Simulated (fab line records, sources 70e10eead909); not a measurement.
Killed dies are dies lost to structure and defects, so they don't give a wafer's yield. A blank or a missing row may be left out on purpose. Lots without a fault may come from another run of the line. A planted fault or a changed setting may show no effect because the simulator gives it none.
Which tool did it? | flow nand_harc | 24 lots, 72 wafers sampled, at 6 steps of a route of 1159

WHAT THE GAUGES READ, wafer by wafer
NHARC_A_CONTACT_CD_MEAS_15.
lot  | measured     | on        | cd_nm (nm)
L075 | day 17 04:25 | cd_sem-02 | 90.2 90.3 90.6
L074 | day 17 05:37 | cd_sem-02 | 91.1 89.6 90.2
L077 | day 17 10:27 | cd_sem-03 | 89.0 89.0 90.0
L076 | day 17 14:01 | cd_sem-02 | 90.2 90.2 89.5
L079 | day 17 15:47 | cd_sem-03 | 90.5 89.5 90.0
L078 | day 18 11:09 | cd_sem-03 | 90.1 89.3 90.1
L081 | day 18 23:01 | cd_sem-03 | 89.5 90.0 89.2
L080 | day 19 05:46 | cd_sem-01 | 89.3 90.3 89.4
L083 | day 19 08:13 | cd_sem-03 | 89.2 90.3 89.9
L084 | day 19 10:31 | cd_sem-01 | 88.8 89.3 90.4
L082 | day 19 12:23 | cd_sem-03 | 89.9 90.7 89.3
L086 | day 20 19:46 | cd_sem-02 | 90.0 91.0 90.2
L087 | day 20 20:37 | cd_sem-03 | 89.6 90.1 89.7
L088 | day 20 23:02 | cd_sem-02 | 88.4 89.4 88.6
L085 | day 21 00:10 | cd_sem-01 | 88.9 89.2 89.3
L090 | day 21 14:26 | cd_sem-01 | 89.6 89.8 90.8
L091 | day 21 15:38 | cd_sem-03 | 89.5 90.0 89.1
L089 | day 21 17:06 | cd_sem-03 | 89.4 89.5 89.6
L092 | day 21 22:49 | cd_sem-03 | 89.5 89.9 90.2
L094 | day 22 07:44 | cd_sem-01 | 89.6 90.3 89.9
L093 | day 22 10:19 | cd_sem-02 | 88.5 88.8 89.0
L095 | day 22 19:56 | cd_sem-02 | 89.6 89.3 89.0
L096 | day 22 21:01 | cd_sem-02 | 90.3 90.5 90.4
L097 | day 23 09:05 | cd_sem-03 | 89.3 89.1 90.3

NHARC_A_M1_INSPECT_11.
lot  | measured     | on                | raw_defect_count
L075 | day 17 16:53 | defect_inspect-01 | 27 30 41
L074 | day 17 20:50 | defect_inspect-02 | 23 9 22
L077 | day 18 00:17 | defect_inspect-02 | 18 19 19
L076 | day 18 01:33 | defect_inspect-02 | 29 27 35
L079 | day 18 03:47 | defect_inspect-02 | 26 24 28
L078 | day 19 03:22 | defect_inspect-01 | 9 12 9
L081 | day 19 10:40 | defect_inspect-02 | 42 44 42
L080 | day 20 03:50 | defect_inspect-02 | 25 24 32
L083 | day 20 06:32 | defect_inspect-02 | 18 19 15
L084 | day 20 10:32 | defect_inspect-02 | 31 33 30
L082 | day 20 11:21 | defect_inspect-01 | 38 33 32
L086 | day 21 23:54 | defect_inspect-01 | 39 53 28
L087 | day 22 00:25 | defect_inspect-01 | 43 35 33
L088 | day 22 05:46 | defect_inspect-02 | 36 35 32
L085 | day 22 06:14 | defect_inspect-02 | 36 34 30
L090 | day 22 18:05 | defect_inspect-02 | 44 46 55
L091 | day 22 17:14 | defect_inspect-01 | 29 28 30
L089 | day 22 18:49 | defect_inspect-02 | 16 11 10
L092 | day 23 01:55 | defect_inspect-02 | 45 39 39
L094 | day 23 02:04 | defect_inspect-02 | 39 38 47
L093 | day 23 05:05 | defect_inspect-02 | 19 8 15
L095 | day 23 12:58 | defect_inspect-01 | 53 65 59
L096 | day 23 12:21 | defect_inspect-01 | 42 36 35
L097 | day 24 04:44 | defect_inspect-02 | 46 29 39

WHICH TOOL RAN EACH LOT (tool, then ch and the chambers of the sampled wafers, then the start)
lot  | NHARC_A_CONTACT_ETCH_124             | NHARC_A_CONTACT_DESCUM_13          | NHARC_A_BLC_ETCH_16                | NHARC_A_BLC_ETCH_18
L075 | har_cap_etch-02 ch 0,1, day 16 20:25 | rie_diel-13 ch 0,1,3, day 17 02:07 | rie_diel-07 ch 1,2,3, day 17 07:40 | rie_diel-07 ch 0,1,2, day 17 16:53 or earlier
L074 | har_cap_etch-03 ch 0,1, day 16 22:04 | rie_diel-01 ch 0,3, day 17 03:19   | rie_diel-11 ch 2,3, day 17 11:46   | rie_diel-11 ch 0,1,2, day 17 20:50 or earlier
L077 | har_cap_etch-01 ch 0,1, day 17 02:04 | rie_diel-13 ch 0,2, day 17 07:44   | rie_diel-07 ch 1,2,3, day 17 16:17 | rie_diel-07 ch 1,2,3, day 18 00:17 or earlier
L076 | har_cap_etch-02 ch 0,1, day 17 06:10 | rie_diel-06 ch 1,2, day 17 11:17   | rie_diel-11 ch 0,1, day 17 17:16   | rie_diel-11 ch 0,1,3, day 18 01:33 or earlier
L079 | har_cap_etch-01 ch 0,1, day 17 07:34 | rie_diel-13 ch 2,3, day 17 12:58   | rie_diel-07 ch 1,2,3, day 17 19:31 | rie_diel-07 ch 0,1,2, day 18 03:47 or earlier
L078 | har_cap_etch-02 ch 0,1, day 17 23:32 | rie_diel-13 ch 0,1,2, day 18 08:51 | rie_diel-11 ch 0,2, day 18 14:23   | rie_diel-11 ch 0,2, day 19 03:22 or earlier
L081 | har_cap_etch-02 ch 0,1, day 18 11:44 | rie_diel-06 ch 2,3, day 18 20:40   | rie_diel-07 ch 1,3, day 19 02:46   | rie_diel-07 ch 1,3, day 19 10:40 or earlier
L080 | har_cap_etch-02 ch 0,1, day 18 22:19 | rie_diel-13 ch 0,1,3, day 19 03:28 | rie_diel-07 ch 0,2,3, day 19 15:52 | rie_diel-07 ch 1,2,3, day 20 03:50 or earlier
L083 | har_cap_etch-03 ch 0,1, day 18 23:56 | rie_diel-06 ch 0,1,2, day 19 05:54 | rie_diel-02 ch 0,1,3, day 19 16:29 | rie_diel-02 ch 1,3, day 20 06:32 or earlier
L084 | har_cap_etch-01 ch 0,1, day 19 02:45 | rie_diel-13 ch 0,2,3, day 19 07:57 | rie_diel-11 ch 1,2,3, day 19 22:01 | rie_diel-11 ch 0,1,2, day 20 10:32 or earlier
L082 | har_cap_etch-02 ch 0,1, day 19 04:05 | rie_diel-13 ch 0,2,3, day 19 09:33 | rie_diel-07 ch 1,3, day 19 22:47   | rie_diel-07 ch 1,2, day 20 11:21 or earlier
L086 | har_cap_etch-03 ch 0,1, day 20 11:31 | rie_diel-06 ch 0,3, day 20 17:20   | rie_diel-07 ch 0,1, day 21 04:34   | rie_diel-07 ch 0,1, day 21 23:54 or earlier
L087 | har_cap_etch-02 ch 0,1, day 20 12:29 | rie_diel-13 ch 1,2,3, day 20 17:58 | rie_diel-02 ch 0,1,2, day 21 05:19 | rie_diel-02 ch 0,1,3, day 22 00:25 or earlier
L088 | har_cap_etch-01 ch 0,1, day 20 13:54 | rie_diel-06 ch 1,2,3, day 20 20:44 | rie_diel-07 ch 0,1,2, day 21 14:47 | rie_diel-07 ch 0,2, day 22 05:46 or earlier
L085 | har_cap_etch-03 ch 0,1, day 20 15:16 | rie_diel-13 ch 0,2,3, day 20 21:52 | rie_diel-11 ch 0,1, day 21 15:33   | rie_diel-11 ch 0,1,2, day 22 06:14 or earlier
L090 | har_cap_etch-03 ch 0,1, day 21 02:24 | rie_diel-06 ch 0,1, day 21 12:04   | rie_diel-11 ch 0,1,3, day 22 01:27 | rie_diel-11 ch 1,3, day 22 18:05 or earlier
L091 | har_cap_etch-02 ch 0,1, day 21 06:00 | rie_diel-06 ch 0,1,3, day 21 13:08 | rie_diel-07 ch 0,3, day 22 00:59   | rie_diel-07 ch 0,2,3, day 22 17:14 or earlier
L089 | har_cap_etch-03 ch 0,1, day 21 06:38 | rie_diel-13 ch 1,2,3, day 21 14:31 | rie_diel-07 ch 1,2, day 22 02:59   | rie_diel-07 ch 0,1,2, day 22 18:49 or earlier
L092 | har_cap_etch-03 ch 0,1, day 21 14:40 | rie_diel-13 ch 0,2,3, day 21 20:23 | rie_diel-07 ch 1,2,3, day 22 12:30 | rie_diel-07 ch 0,1,2, day 23 01:55 or earlier
L094 | har_cap_etch-02 ch 0,1, day 22 00:00 | rie_diel-13 ch 0,1,2, day 22 05:28 | rie_diel-11 ch 0,3, day 22 16:19   | rie_diel-11 ch 0,2, day 23 02:04 or earlier
L093 | har_cap_etch-03 ch 0,1, day 22 02:19 | rie_diel-13 ch 0,1,3, day 22 07:38 | rie_diel-02 ch 0,1,2, day 22 17:08 | rie_diel-02 ch 0,2,3, day 23 05:05 or earlier
L095 | har_cap_etch-03 ch 0,1, day 22 12:11 | rie_diel-06 ch 1,2,3, day 22 17:38 | rie_diel-02 ch 0,1,3, day 23 01:34 | rie_diel-02 ch 0,1,3, day 23 12:58 or earlier
L096 | har_cap_etch-01 ch 0,1, day 22 12:40 | rie_diel-13 ch 0,1,2, day 22 18:18 | rie_diel-07 ch 0,1,3, day 23 01:55 | rie_diel-07 ch 0,1,3, day 23 12:21 or earlier
L097 | har_cap_etch-03 ch 0,1, day 23 00:58 | rie_diel-01 ch 1,2,3, day 23 06:26 | rie_diel-07 ch 1,2,3, day 23 15:42 | rie_diel-07 ch 1,2,3, day 24 04:44 or earlier
- NHARC_A_CONTACT_ETCH_124: etches the open film in C4F8/O2/Ar, time 140 s, target depth 700 nm.
- NHARC_A_CONTACT_DESCUM_13: chemistry O2, time 3 s.
- NHARC_A_BLC_ETCH_16: etches the open film in CF4, target depth 39 nm, time 65 s.
- NHARC_A_BLC_ETCH_18: etches the open film in C4F8/O2/Ar, target depth 910 nm.

WHAT THE TOOLS THEMSELVES READ (means of the sampled wafers that have a number; where no wafer has one, the mark that the record gives instead)
NHARC_A_CONTACT_DESCUM_13.
lot  | tool        | drypump_motor_current_A (A) | o2_flow_sccm (sccm) | oes_product_au (a.u.) | rf_vpp_V (V) | showerhead_plenum_p_Torr (Torr) | throttle_valve_pct (%)
L075 | rie_diel-13 | 5.7                         | 199.8               | 0.991                 | 57.8         | 1.90                            | 11.325
L074 | rie_diel-01 | 6.1                         | 199.8               | 0.997                 | 58.2         | 1.98                            | 11.308
L077 | rie_diel-13 | 5.8                         | 199.8               | 1.009                 | 57.4         | 1.85                            | 11.320
L076 | rie_diel-06 | 5.4                         | 199.9               | 0.992                 | 57.8         | 1.88                            | 11.315
L079 | rie_diel-13 | 5.8                         | 200.1               | 1.011                 | 57.3         | 1.90                            | 11.315
L078 | rie_diel-13 | 5.7                         | 199.6               | 1.006                 | 57.8         | 1.89                            | 11.310
L081 | rie_diel-06 | 6.1                         | 199.5               | 1.003                 | 58.0         | 1.88                            | 11.318
L080 | rie_diel-13 | 5.7                         | 200.3               | 1.004                 | 57.6         | 1.90                            | 11.314
L083 | rie_diel-06 | 5.5                         | 200.0               | 0.991                 | 57.2         | 1.88                            | 11.304
L084 | rie_diel-13 | 5.8                         | 199.4               | 1.002                 | 57.3         | 1.86                            | 11.320
L082 | rie_diel-13 | 5.8                         | 199.9               | 1.007                 | 57.9         | 1.86                            | 11.311
L086 | rie_diel-06 | 5.9                         | 199.1               | 0.988                 | 58.1         | 1.87                            | 11.322
L087 | rie_diel-13 | 5.7                         | 199.8               | 1.001                 | 57.9         | 1.94                            | 11.316
L088 | rie_diel-06 | 5.8                         | 200.4               | 1.004                 | 57.1         | 1.87                            | 11.318
L085 | rie_diel-13 | 5.8                         | 200.3               | 0.998                 | 58.0         | 1.97                            | 11.316
L090 | rie_diel-06 | 5.3                         | 200.2               | 0.997                 | 57.6         | 1.87                            | 11.306
L091 | rie_diel-06 | 5.7                         | 199.8               | 1.003                 | 57.5         | 1.87                            | 11.308
L089 | rie_diel-13 | 5.7                         | 200.7               | 0.999                 | 57.6         | 1.93                            | 11.312
L092 | rie_diel-13 | 5.8                         | 200.0               | 1.008                 | 57.4         | 1.96                            | 11.312
L094 | rie_diel-13 | 5.7                         | 200.2               | 0.990                 | 58.3         | 1.98                            | 11.315
L093 | rie_diel-13 | 5.7                         | 200.3               | 1.003                 | 58.7         | 1.99                            | 11.316
L095 | rie_diel-06 | 5.8                         | 199.4               | 1.000                 | 56.9         | 1.86                            | 11.304
L096 | rie_diel-13 | 5.7                         | 199.6               | 0.997                 | 58.0         | 1.98                            | 11.311
L097 | rie_diel-01 | 5.6                         | 200.1               | 1.008                 | 58.1         | 1.92                            | 11.315

NHARC_A_BLC_ETCH_16.
lot  | tool        | drypump_motor_current_A (A) | oes_product_au (a.u.) | rf_vpp_V (V) | showerhead_plenum_p_Torr (Torr) | throttle_valve_pct (%)
L075 | rie_diel-07 | 5.9                         | 1.001                 | 150.4        | 1.73                            | 13.285
L074 | rie_diel-11 | 5.1                         | 0.994                 | 150.0        | 1.68                            | 13.289
L077 | rie_diel-07 | 5.9                         | 1.014                 | 150.7        | 1.73                            | 13.299
L076 | rie_diel-11 | 6.0                         | 1.012                 | 151.6        | 1.82                            | 13.290
L079 | rie_diel-07 | 5.9                         | 1.001                 | 150.8        | 1.73                            | 13.283
L078 | rie_diel-11 | 5.5                         | 0.992                 | 151.5        | 1.76                            | 13.275
L081 | rie_diel-07 | 5.6                         | 1.003                 | 150.6        | 1.71                            | 13.288
L080 | rie_diel-07 | 6.1                         | 0.996                 | 151.7        | 1.79                            | 13.290
L083 | rie_diel-02 | 6.0                         | 0.998                 | 149.9        | 1.72                            | 13.281
L084 | rie_diel-11 | 5.6                         | 1.001                 | 150.7        | 1.73                            | 13.269
L082 | rie_diel-07 | 5.7                         | 1.012                 | 151.1        | 1.76                            | 13.287
L086 | rie_diel-07 | 5.7                         | 1.004                 | 151.8        | 1.73                            | 13.284
L087 | rie_diel-02 | 6.0                         | 0.990                 | 152.0        | 1.74                            | 13.287
L088 | rie_diel-07 | 6.0                         | 0.992                 | 151.2        | 1.75                            | 13.287
L085 | rie_diel-11 | 6.2                         | 1.011                 | 151.7        | 1.81                            | 13.279
L090 | rie_diel-11 | 5.8                         | 1.003                 | 150.7        | 1.76                            | 13.281
L091 | rie_diel-07 | 5.9                         | 1.009                 | 152.8        | 1.83                            | 13.278
L089 | rie_diel-07 | 6.1                         | 0.981                 | 150.5        | 1.71                            | 13.293
L092 | rie_diel-07 | 5.9                         | 1.000                 | 151.1        | 1.73                            | 13.285
L094 | rie_diel-11 | 5.5                         | 1.002                 | 151.0        | 1.76                            | 13.285
L093 | rie_diel-02 | 5.9                         | 0.990                 | 151.0        | 1.73                            | 13.295
L095 | rie_diel-02 | 6.0                         | 0.991                 | 150.8        | 1.71                            | 13.282
L096 | rie_diel-07 | 5.8                         | 1.011                 | 150.9        | 1.77                            | 13.290
L097 | rie_diel-07 | 5.9                         | 0.992                 | 150.5        | 1.73                            | 13.274

NHARC_A_BLC_ETCH_18.
lot  | tool        | oes_product_au (a.u.) | rf_vpp_V (V)
L075 | rie_diel-07 | 0.982                 | 977
L074 | rie_diel-11 | 0.963                 | 980
L077 | rie_diel-07 | 0.973                 | 975
L076 | rie_diel-11 | 0.937                 | 978
L079 | rie_diel-07 | 0.927                 | 976
L078 | rie_diel-11 | 0.965                 | 980
L081 | rie_diel-07 | 0.971                 | 973
L080 | rie_diel-07 | 0.966                 | 975
L083 | rie_diel-02 | 0.968                 | 973
L084 | rie_diel-11 | 0.967                 | 979
L082 | rie_diel-07 | 0.960                 | 972
L086 | rie_diel-07 | 0.960                 | 975
L087 | rie_diel-02 | 0.914                 | 974
L088 | rie_diel-07 | 0.941                 | 978
L085 | rie_diel-11 | 0.954                 | 980
L090 | rie_diel-11 | 0.922                 | 973
L091 | rie_diel-07 | 0.971                 | 980
L089 | rie_diel-07 | 0.919                 | 977
L092 | rie_diel-07 | 0.949                 | 977
L094 | rie_diel-11 | 0.963                 | 978
L093 | rie_diel-02 | 0.945                 | 970
L095 | rie_diel-02 | 0.962                 | 973
L096 | rie_diel-07 | 0.951                 | 978
L097 | rie_diel-07 | 0.927                 | 975

THE ANSWER, worked out from the rows above alone
Rule: what is usual is taken from the lots themselves. Put in order of their means at a reading, lots are off if they are a third of the lots or fewer, leave a main group of 4 or more, and stand apart from it by a gap of 3 or more times the standard deviation of the main group's means; of several such gaps the widest counts. A main group whose means are all the same, to the digits that the tables above print for the reading, isn't used. A lot without any number at a reading at which 4 lots or more have one is off too. The other lots that the step has rows for count as sound. The gauges are gone through in route order, then the tools' own readings, and for those a lot's mean is taken as printed above. The first step at which some lot is off is used, and at that step the reading that is off furthest; a lot without a number counts as furthest.
No lot is off at any reading shown: from this, nothing can be told.

WHAT THE SIMULATOR HAD PUT IN
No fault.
